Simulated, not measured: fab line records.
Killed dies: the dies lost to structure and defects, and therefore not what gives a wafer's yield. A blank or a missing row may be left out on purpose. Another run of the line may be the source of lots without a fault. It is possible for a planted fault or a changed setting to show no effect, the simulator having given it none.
Matching of chambers | flow nand harc | NHARC_P_M0_PRE_CLEAN_31 on pecvd-01 has 3 sister chambers
The step time 12 s. 3 wafers are shown with their chamber, then 8 later ones without.

## WAFERS, EACH WITH ITS CHAMBER
wafer  | chamber | heater power w (W)
L334.3 | 1       | 543
L334.5 | 0       | 627
L345.1 | 2       | 546

## WAFERS MISSING THEIR CHAMBER
wafer  | heater power w (W)
L345.4 | 539
L345.6 | 575
L349.2 | 486
L349.3 | 605
L349.4 | 583
L350.1 | 650
L350.3 | 619
L350.6 | 662

## CHAMBER TAKEN BY EACH
wafer  | from the rows above          | in truth
L345.4 | can't be placed: 1 or 2      | 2
L345.6 | can't be placed: 2 or 1 or 0 | 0
L349.2 | can't be placed: 1 or 2      | 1
L349.3 | can't be placed: 0 or 2 or 1 | 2
L349.4 | can't be placed: 2 or 1 or 0 | 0
L350.1 | 0                            | 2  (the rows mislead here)
L350.3 | 0                            | 0
L350.6 | 0                            | 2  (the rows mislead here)
Placed correctly: 1 of 8. Not placeable from these rows: 5 (in 5, the candidates include the true chamber). 2 placed wrongly.
How it was worked out, from the rows above alone: a wafer's distance from a chamber is the root of the sum, over the readings, of the square of ((its reading less the chamber's mean) divided by the reading's scatter). If the next closest chamber is less than 2 further off than the closest, the wafer can't be placed; otherwise it belongs to the closest. A chamber's mean is the mean of its shown wafers. The scatter: root of mean squared gap, hidden wafer to nearest shown wafer, with one shown wafer a chamber.
